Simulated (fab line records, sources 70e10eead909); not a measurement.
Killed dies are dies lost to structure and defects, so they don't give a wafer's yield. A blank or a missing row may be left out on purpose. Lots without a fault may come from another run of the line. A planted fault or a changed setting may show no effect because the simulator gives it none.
Which tool did it? | flow nand_harc | 14 lots, 42 wafers sampled, at 4 steps of a route of 1302

WHAT THE GAUGES READ, wafer by wafer
The record holds no reading of a measuring or inspecting step that can be judged against a usual standard deviation.

WHICH TOOL RAN EACH LOT (tool, then ch and the chambers of the sampled wafers, then the start)
lot  | NHARC_A_STAIRCASE_DESCUM_270       | NHARC_A_STAIRCASE_ETCH_273                    | NHARC_A_STAIRCASE_HM_OPEN_460                 | NHARC_A_STAIRCASE_DEP_301
L691 | rie_diel-01 ch 0,3, day 16 14:26   | rie_diel-01 ch 0,3, day 17 09:55 or earlier   | rie_diel-05 ch 1,2, day 17 09:55 or earlier   | pecvd-04 ch 1,2, day 17 09:55
L692 | rie_diel-01 ch 1,2,3, day 16 18:05 | rie_diel-01 ch 1,2,3, day 17 12:27 or earlier | rie_diel-09 ch 0,3, day 17 12:27 or earlier   | pecvd-04 ch 0,1,2, day 17 12:27
L693 | rie_diel-09 ch 0,1, day 17 05:28   | rie_diel-09 ch 0,1,3, day 17 19:47 or earlier | rie_diel-05 ch 0,1,2, day 17 19:47 or earlier | pecvd-01 ch 1,2, day 17 19:47
L695 | rie_diel-05 ch 1,2,3, day 18 10:43 | rie_diel-05 ch 1,3, day 18 21:17 or earlier   | rie_diel-09 ch 1,2,3, day 18 21:17 or earlier | pecvd-01 ch 1,2, day 18 21:17
L697 | rie_diel-09 ch 0,1, day 18 13:07   | rie_diel-09 ch 1,2, day 19 01:01 or earlier   | rie_diel-01 ch 0,2,3, day 19 01:01 or earlier | pecvd-04 ch 0,1, day 19 01:01
L698 | rie_diel-05 ch 0,3, day 19 07:38   | rie_diel-05 ch 0,1,3, day 19 17:41 or earlier | rie_diel-01 ch 2,3, day 19 17:41 or earlier   | pecvd-01 ch 0,1, day 19 17:41
L700 | rie_diel-09 ch 0,1, day 19 16:50   | rie_diel-09 ch 1,2, day 20 05:13 or earlier   | rie_diel-01 ch 0,2, day 20 05:13 or earlier   | pecvd-03 ch 1,2, day 20 05:13
L699 | rie_diel-09 ch 0,1, day 20 01:16   | rie_diel-09 ch 0,2, day 20 12:49 or earlier   | rie_diel-01 ch 1,3, day 20 12:49 or earlier   | pecvd-04 ch 0,2, day 20 12:49
L704 | rie_diel-09 ch 0,1,2, day 22 09:49 | rie_diel-09 ch 1,2,3, day 22 20:02 or earlier | rie_diel-09 ch 0,1,3, day 22 20:02 or earlier | pecvd-04 ch 0,1, day 22 20:02
L706 | rie_diel-01 ch 0,1,2, day 22 11:48 | rie_diel-01 ch 0,3, day 22 21:49 or earlier   | rie_diel-09 ch 0,2,3, day 22 21:49 or earlier | pecvd-04 ch 0,2, day 22 21:49
L710 | rie_diel-09 ch 0,1,2, day 24 08:04 | rie_diel-09 ch 1,2, day 24 22:26 or earlier   | rie_diel-09 ch 0,2, day 24 22:26              | pecvd-01 ch 0,2, day 25 02:57
L711 | rie_diel-05 ch 0,2, day 25 02:03   | rie_diel-05 ch 0,1,3, day 25 17:23 or earlier | rie_diel-09 ch 0,2,3, day 25 17:23 or earlier | pecvd-01 ch 0,1,2, day 25 17:23
L713 | rie_diel-01 ch 0,2,3, day 25 07:38 | rie_diel-01 ch 0,1, day 25 21:44 or earlier   | rie_diel-09 ch 1,2,3, day 25 21:44 or earlier | pecvd-03 ch 0,2, day 25 21:44
L712 | rie_diel-01 ch 0,1,3, day 25 16:22 | rie_diel-01 ch 1,2, day 26 03:20 or earlier   | rie_diel-09 ch 0,2,3, day 26 03:20 or earlier | pecvd-04 ch 0,1,2, day 26 03:20
- NHARC_A_STAIRCASE_DESCUM_270: chemistry O2, time 3 s.
- NHARC_A_STAIRCASE_ETCH_273: etches the open film in C4F8/O2/Ar, target depth 10200 nm, time 2468.6 s.
- NHARC_A_STAIRCASE_HM_OPEN_460: chemistry O2/COS.
- NHARC_A_STAIRCASE_DEP_301: deposits SiON, target thk 30 nm.

WHAT THE TOOLS THEMSELVES READ (means of the sampled wafers that have a number; where no wafer has one, the mark that the record gives instead)
NHARC_A_STAIRCASE_DESCUM_270.
lot  | tool        | drypump_motor_current_A (A) | oes_product_au (a.u.) | rf_vpp_V (V) | showerhead_plenum_p_Torr (Torr) | throttle_valve_pct (%)
L691 | rie_diel-01 | 5.6                         | 1.003                 | 55.7         | 1.78                            | 11.312
L692 | rie_diel-01 | 6.2                         | 0.994                 | 57.2         | 1.85                            | 11.310
L693 | rie_diel-09 | 5.7                         | 1.005                 | 57.4         | 1.93                            | 11.310
L695 | rie_diel-05 | 5.5                         | 1.003                 | 57.3         | 1.97                            | 11.304
L697 | rie_diel-09 | 5.9                         | 0.994                 | 57.9         | 1.93                            | 11.312
L698 | rie_diel-05 | 6.0                         | 1.007                 | 57.9         | 1.86                            | 11.313
L700 | rie_diel-09 | 5.7                         | 1.011                 | 58.5         | 1.92                            | 11.300
L699 | rie_diel-09 | 5.9                         | 0.999                 | 57.8         | 1.93                            | 11.313
L704 | rie_diel-09 | 5.8                         | 0.998                 | 56.7         | 1.88                            | 11.305
L706 | rie_diel-01 | 5.8                         | 0.992                 | 57.6         | 2.04                            | 11.306
L710 | rie_diel-09 | 5.8                         | 0.998                 | 57.7         | 1.88                            | 11.305
L711 | rie_diel-05 | 5.5                         | 0.995                 | 57.9         | 1.82                            | 11.308
L713 | rie_diel-01 | 5.7                         | 0.996                 | 59.1         | 2.06                            | 11.307
L712 | rie_diel-01 | 5.7                         | 0.996                 | 58.4         | 2.04                            | 11.318

NHARC_A_STAIRCASE_ETCH_273.
lot  | tool        | oes_product_au (a.u.) | rf_vpp_V (V)
L691 | rie_diel-01 | 0.931                 | 1808
L692 | rie_diel-01 | 0.943                 | 1818
L693 | rie_diel-09 | 0.932                 | 1829
L695 | rie_diel-05 | 0.921                 | 1837
L697 | rie_diel-09 | 0.955                 | 1818
L698 | rie_diel-05 | 0.931                 | 1828
L700 | rie_diel-09 | 0.938                 | 1823
L699 | rie_diel-09 | 0.927                 | 1824
L704 | rie_diel-09 | 0.925                 | 1821
L706 | rie_diel-01 | 0.927                 | 1833
L710 | rie_diel-09 | 0.933                 | 1821
L711 | rie_diel-05 | 0.938                 | 1827
L713 | rie_diel-01 | 0.946                 | 1842
L712 | rie_diel-01 | 0.940                 | 1838

NHARC_A_STAIRCASE_HM_OPEN_460.
lot  | tool        | drypump_motor_current_A (A) | oes_product_au (a.u.) | rf_vpp_V (V) | showerhead_plenum_p_Torr (Torr) | throttle_valve_pct (%)
L691 | rie_diel-05 | 5.1                         | 0.993                 | 469          | 3.19                            | 28.321
L692 | rie_diel-09 | 5.9                         | 1.000                 | 469          | 3.15                            | 28.330
L693 | rie_diel-05 | 5.3                         | 1.010                 | 467          | 3.09                            | 28.329
L695 | rie_diel-09 | 5.6                         | 1.000                 | 467          | 3.07                            | 28.338
L697 | rie_diel-01 | 5.8                         | 1.003                 | 468          | 3.22                            | 28.326
L698 | rie_diel-01 | 6.1                         | 0.992                 | 466          | 3.06                            | 28.323
L700 | rie_diel-01 | 5.4                         | 1.006                 | 471          | 3.36                            | 28.330
L699 | rie_diel-01 | 6.1                         | 0.986                 | 465          | 3.02                            | 28.339
L704 | rie_diel-09 | 5.7                         | 0.998                 | 468          | 3.12                            | 28.328
L706 | rie_diel-09 | 5.8                         | 1.000                 | 465          | 3.06                            | 28.340
L710 | rie_diel-09 | 5.9                         | 0.998                 | 464          | 3.00                            | 28.328
L711 | rie_diel-09 | 5.8                         | 0.994                 | 465          | 3.05                            | 28.327
L713 | rie_diel-09 | 5.6                         | 1.003                 | 466          | 3.05                            | 28.325
L712 | rie_diel-09 | 5.8                         | 1.006                 | 466          | 3.05                            | 28.326

NHARC_A_STAIRCASE_DEP_301.
lot  | tool     | heater_power_w (W) | rf_fwd_power_W (W) | showerhead_vpp_V (V)
L691 | pecvd-04 | 734                | 347.3              | 1132
L692 | pecvd-04 | 757                | 348.4              | 1153
L693 | pecvd-01 | 885                | 347.5              | 1150
L695 | pecvd-01 | 859                | 348.6              | 1132
L697 | pecvd-04 | 708                | 348.2              | 1199
L698 | pecvd-01 | 892                | 349.4              | 1079
L700 | pecvd-03 | 601                | 348.7              | 1128
L699 | pecvd-04 | 718                | 348.0              | 1159
L704 | pecvd-04 | 755                | 487.2              | 1359
L706 | pecvd-04 | 641                | 488.0              | 1378
L710 | pecvd-01 | 846                | 348.9              | 1136
L711 | pecvd-01 | 870                | 348.8              | 1124
L713 | pecvd-03 | 632                | 348.6              | 1132
L712 | pecvd-04 | 788                | 348.3              | 1177

THE ANSWER, worked out from the rows above alone
Rule: what is usual is taken from the lots themselves. Put in order of their means at a reading, lots are off if they are a third of the lots or fewer, leave a main group of 4 or more, and stand apart from it by a gap of 3 or more times the standard deviation of the main group's means; of several such gaps the widest counts. A main group whose means are all the same, to the digits that the tables above print for the reading, isn't used. A lot without any number at a reading at which 4 lots or more have one is off too. The other lots that the step has rows for count as sound. The gauges are gone through in route order, then the tools' own readings, and for those a lot's mean is taken as printed above. The first step at which some lot is off is used, and at that step the reading that is off furthest; a lot without a number counts as furthest.
Off: L704, L706, at NHARC_A_STAIRCASE_DEP_301 (rf_fwd_power_W). The main group: mean 348.4 W, standard deviation 0.56.
A tool fits if, at that step or a process step before it, it ran every lot that is off, and no sound lot after the first of them. NHARC_A_STAIRCASE_ETCH_273 gives no start for some lots, so the hours and the order of its lots are those of NHARC_A_STAIRCASE_DEP_301. NHARC_A_STAIRCASE_HM_OPEN_460 gives no start for some lots, so the hours and the order of its lots are those of NHARC_A_STAIRCASE_DEP_301. None of those tried fits.

WHAT THE SIMULATOR HAD PUT IN
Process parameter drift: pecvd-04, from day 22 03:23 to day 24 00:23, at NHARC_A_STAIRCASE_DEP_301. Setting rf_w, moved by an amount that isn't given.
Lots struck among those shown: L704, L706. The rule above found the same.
